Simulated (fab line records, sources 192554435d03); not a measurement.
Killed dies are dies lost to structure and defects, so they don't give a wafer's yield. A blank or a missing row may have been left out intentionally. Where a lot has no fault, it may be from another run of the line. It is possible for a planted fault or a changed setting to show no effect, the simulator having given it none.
Code-filled problem report in 8D (eight disciplines) form || flow n5 finfet || the parts of the form that need people (team, actions taken, sign-off) are left out

== 1. THE ISSUE ==
Mean of etch rf on time s at N5_FIN_SAQP_ETCH_51: 117.3 s across 4 wafers in 3 lots; on wafers with no fault it is 74.8 s (standard deviation 1.8). That is +24 standard deviations from the usual mean.
The step: etches SiARC in CF4, target depth 45.5 nm, time 75.8 s.
Seen first at day 5 11:51 on rie diel-06, wafer L118.5. The record has a number at this step for 30 wafers belonging to 10 lots. Rule for "out", or "out of limits": more than 4 standard deviations from the usual mean. All remaining wafers that have a number are taken as sound.

== 2. WHAT THIS IS AND IS NOT ==
{"question": "which readings at this step", "is": "etch rf on time s", "is not": "cf4 flow sccm, drypump motor current A, oes product au"}
{"question": "which lots", "is": "L118, L119, L121", "is not": "L112, L113, L115, L116, L125, L126, L127"}
{"question": "which wafers of those lots", "is": "L118.5, L119.2, L121.2, L121.5", "is not": "L118.1, L118.4, L119.1, L119.6, L121.4"}
{"question": "read on which tools", "is": "rie diel-06", "is not": "rie diel-02, rie diel-03"}
{"question": "when", "is": "from day 5 11:51", "is not": "up to then (14 sound wafers); but 12 sound wafers of L119, L121, L125, L126, L127 came after"}

== 3. WHAT RULES OUT EACH SUSPECT ==
Counting: any tool at a process step up to the reading remains a suspect provided it ran every lot that is out. Sound lots after the first of them don't rule it out here, since some wafers of a struck lot are sound.
- rie diel-06 at N5_FIN_SAQP_ETCH_51 (etches SiARC in CF4, target depth 45.5 nm, time 75.8 s): kept. Ran every lot that is out, first one L118 (day 5 11:51); last sound lot up to then L115 (day 4 19:20). Its own readings are out on those wafers: etch rf on time s.
After counting, what remains is rie diel-06 at N5_FIN_SAQP_ETCH_51.

== 4. THE CAUSE (what the simulator had put in) ==
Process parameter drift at N5_FIN_SAQP_ETCH_51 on rie diel-06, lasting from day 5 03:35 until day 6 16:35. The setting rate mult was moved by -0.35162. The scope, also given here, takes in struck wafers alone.
After counting, this tool was the only one left.

== 5. THE CHAIN OF EFFECTS, in route order ==
Each row: a reading whose mean over the struck wafers that have a number lies more than 3 standard deviations from the usual. Scope: only readings with a usual standard deviation given in the record; hours: median across lots of the time from each lot's start at the first step in this table that gives one to its start at this step; sigmas: change in usual standard deviations.
{"hours": 0, "step": "N5_FIN_SAQP_ETCH_51", "reading": "etch rf on time s", "usual": "74.8 s", "on struck wafers": 117.3, "change": "+42.5", "sigmas": "+24"}
Here are the process steps it includes:
- N5_FIN_SAQP_ETCH_51: etches SiARC in CF4, target depth 45.5 nm, time 75.8 s.
At these later measuring or inspecting steps, every struck wafer for which the step has a row has a number for every such reading, and none has moved that far: N5_BEOL_M4_RC_MEAS_101.

== 6. HOW IT WOULD HAVE BEEN CAUGHT EARLIER ==
In this record the first reading out of limits was taken at day 5 11:51, 8 hours after the fault began at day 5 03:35.
